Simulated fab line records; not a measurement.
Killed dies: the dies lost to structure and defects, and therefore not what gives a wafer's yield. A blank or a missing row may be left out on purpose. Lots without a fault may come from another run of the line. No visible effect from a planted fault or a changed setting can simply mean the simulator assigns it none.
A struck lot beside a sound one	flow nandHarc	14 out of 1159 route steps
Sound: wafers L682.1, L682.2, L682.5. Wafers L673.2, L673.4, L673.6 were the ones struck. The cause is named last.
At each step with rows: each side's tool, then ch and its chambers, then its first start. Under that, the readings that differ: sound wafers	struck wafers	difference of the means	sigmas: that difference in standard deviations of wafers without a fault.
alike: same words and numbers on both sides, and readings whose means sit less than 2 such deviations apart. not compared: any withheld reading, any reading some wafer has no value for, any bound like >300 that may hide the same value, and any number with overlapping values for which the record gives no deviation.
Wherever a step has rows on one side only, a row that says differs or no value, or a row with sigmas, the two part there. Numbers that don't overlap but have no deviation are shown without sigmas and don't part them. Lack of a reading on every wafer of one side parts them only where that side has two or more wafers.

NHARC_A_M0_CD_MEAS_09 targets a cd of 80 nm.
  sound on cdSem-01 ch 0, day 21 21:02; struck on cdSem-01 ch 0, day 19 05:31
  alike: cdNm
NHARC_A_M0_OVL_MEAS_10: pitch 160 nm.
  sound: overlay-02 at day 21 21:07; struck: overlay-01 at day 19 05:36
  alike: overlayXNm, overlayYNm
NHARC_A_M0_INSPECT_11:
  sound: defectInspect-02 at day 21 21:10; struck: defectInspect-02 at day 19 05:38
  alike: rawDefectCount
NHARC_A_M0_DESCUM_14: chemistry O2, time 3 s.
  sound on rieDiel-06 ch 1,3, day 21 21:13; struck on rieDiel-06 ch 0,1, day 19 05:41
reading	sound	struck	difference	sigmas
rfVppV (V)	57.9 57.6 55.1	58.8 59.3 58.2	+1.9	+2
  alike: chamberPressureMTorr, drypumpMotorCurrentA, oesProductAu, showerheadPlenumPTorr, throttleValvePct
  not compared: rfHoursCounterH
NHARC_A_M0_ETCH_34: etches the open film in N2/H2, target depth 40 nm, overetch 12 nm, time 43.94 s.
  sound on rieDiel-06 ch 0,1,3, day 21 21:19; struck on rieDiel-06 ch 0,1,2, day 19 05:47
  alike: chamberPressureMTorr, drypumpMotorCurrentA, oesProductAu, rfVppV, showerheadPlenumPTorr, throttleValvePct
  not compared: rfHoursCounterH
then, 1 step without rows for these wafers: NHARC_A_M0_ETCH_15 (etches the open film in C4F8/Ar, target depth 150 nm, overetch 15 nm, time 82.5 s).
NHARC_A_M0_CD_MEAS_16:
  sound: cdSem-02 at day 21 21:31; struck: cdSem-01 at day 19 05:59
  alike: cdNm
NHARC_A_M0_STRIP_18: strips in N2/H2.
  sound on rieDiel-10 ch 0,2, day 21 21:37; struck on rieDiel-10 ch 1,3, day 19 06:04
  alike: chamberPressureMTorr, drypumpMotorCurrentA, oesProductAu, rfVppV, showerheadPlenumPTorr, throttleValvePct
  not compared: rfHoursCounterH
then, 1 step without rows for these wafers: NHARC_A_M0_STRIP_19 (strips in post etch residue remover, time 600 s).
NHARC_A_M0_DEGAS_28: time 60 s.
  sound: pvdSputter-03 at day 21 22:08; struck: pvdSputter-01 at day 19 06:36
  alike: heaterPowerW
NHARC_A_M0_PRE_CLEAN_29: time 30 s.
  sound on pvdSputter-03; struck on pvdSputter-01
  alike: heaterPowerW
then, 1 step without rows for these wafers: NHARC_A_M0_PVD_20 (deposits TaN, target thk 5 nm, time 8.06 s).
NHARC_A_M0_PVD_21: deposits Cu, target thk 30 nm, time 20.49 s.
  sound: pvdSputter-03 at day 21 22:23; struck: pvdSputter-01 at day 19 06:50
  no value came back on the struck wafers for cathodeDcPowerW (W), chamberPressurePa (Pa), throttleValvePct (%); on the sound wafers cathodeDcPowerW (W) reads 5000.5 4998.4 5000.0
then, 1 step without rows for these wafers: NHARC_A_M0_ECD_22 (material Cu, target thk 400 nm).

## WHERE THEY PART
Last at NHARC_A_M0_PVD_21 as far as this record goes, first at NHARC_A_M0_DESCUM_14.

WHY: the cause the simulator had injected
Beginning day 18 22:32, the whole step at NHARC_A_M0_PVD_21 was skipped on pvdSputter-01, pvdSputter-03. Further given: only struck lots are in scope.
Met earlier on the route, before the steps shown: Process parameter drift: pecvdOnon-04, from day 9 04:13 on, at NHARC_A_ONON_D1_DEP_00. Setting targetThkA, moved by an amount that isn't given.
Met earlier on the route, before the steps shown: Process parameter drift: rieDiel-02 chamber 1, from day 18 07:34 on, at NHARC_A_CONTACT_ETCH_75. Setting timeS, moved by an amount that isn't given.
